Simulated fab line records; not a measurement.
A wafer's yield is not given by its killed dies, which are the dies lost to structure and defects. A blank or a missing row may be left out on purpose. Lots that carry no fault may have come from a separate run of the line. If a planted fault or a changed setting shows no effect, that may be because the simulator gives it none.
Chamber matching :: flow n5 finfet :: N5_BEOL_M12_ETCH_68 on rie diel-01 has 4 sister chambers
The step etches SOC in N2/H2, time 285 s. 8 wafers are shown with their chamber, then 10 later ones without.

== WAFERS WITH THEIR CHAMBER ==
wafer: L081.1
chamber: 2
drypump motor current A (A): 5.7
throttle valve pct (%): 17.88

wafer: L081.4
chamber: 1
drypump motor current A (A): 5.8
throttle valve pct (%): 17.51

wafer: L084.2
chamber: 1
drypump motor current A (A): 5.7
throttle valve pct (%): 17.50

wafer: L084.4
chamber: 2
drypump motor current A (A): 5.7
throttle valve pct (%): 17.88

wafer: L086.3
chamber: 0
drypump motor current A (A): 5.9
throttle valve pct (%): 17.80

wafer: L086.6
chamber: 3
drypump motor current A (A): 5.5
throttle valve pct (%): 17.75

wafer: L088.1
chamber: 3
drypump motor current A (A): 5.5
throttle valve pct (%): 17.75

wafer: L088.2
chamber: 0
drypump motor current A (A): 5.9
throttle valve pct (%): 17.82

== WAFERS WITH NO CHAMBER GIVEN ==
wafer: L088.3
drypump motor current A (A): 5.7
throttle valve pct (%): 17.91

wafer: L093.1
drypump motor current A (A): 5.9
throttle valve pct (%): 17.83

wafer: L093.2
drypump motor current A (A): 5.5
throttle valve pct (%): 17.75

wafer: L093.5
drypump motor current A (A): 5.9
throttle valve pct (%): 17.83

wafer: L096.1
drypump motor current A (A): 5.8
throttle valve pct (%): 17.12

wafer: L096.3
drypump motor current A (A): 5.5
throttle valve pct (%): 17.78

wafer: L096.4
drypump motor current A (A): 5.9
throttle valve pct (%): 17.85

wafer: L097.2
drypump motor current A (A): 5.6
throttle valve pct (%): 17.79

wafer: L097.4
drypump motor current A (A): 5.8
throttle valve pct (%): 17.95

wafer: L097.5
drypump motor current A (A): 5.8
throttle valve pct (%): 17.15

== THE CHAMBER EACH PASSED THROUGH ==
wafer: L088.3
from the rows above: 2
in truth: 2

wafer: L093.1
from the rows above: 0
in truth: 0

wafer: L093.2
from the rows above: 3
in truth: 3

wafer: L093.5
from the rows above: 0
in truth: 0

wafer: L096.1
from the rows above: 1
in truth: 1

wafer: L096.3
from the rows above: 3
in truth: 3

wafer: L096.4
from the rows above: can't be placed: 0 or 2
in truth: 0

wafer: L097.2
from the rows above: 3
in truth: 3

wafer: L097.4
from the rows above: 2
in truth: 2

wafer: L097.5
from the rows above: 1
in truth: 1
9 of 10 placed correctly. From these rows, 1 cannot be placed; in 1 the true chamber is one of the candidates. Placed wrongly: 0.
How it was worked out, from the rows above alone: a wafer's distance from a chamber is the root of the sum, over the readings, of the square of ((its reading less the chamber's mean) divided by the reading's scatter). The wafer belongs to the nearest chamber; if the next one is less than 2 further off, it can't be placed. For every chamber, the mean is computed from those of its wafers that are shown. The scatter is the square root of a quotient: the sum, over the shown wafers, of each reading's squared deviation from its chamber's mean, divided by wafers minus chambers.
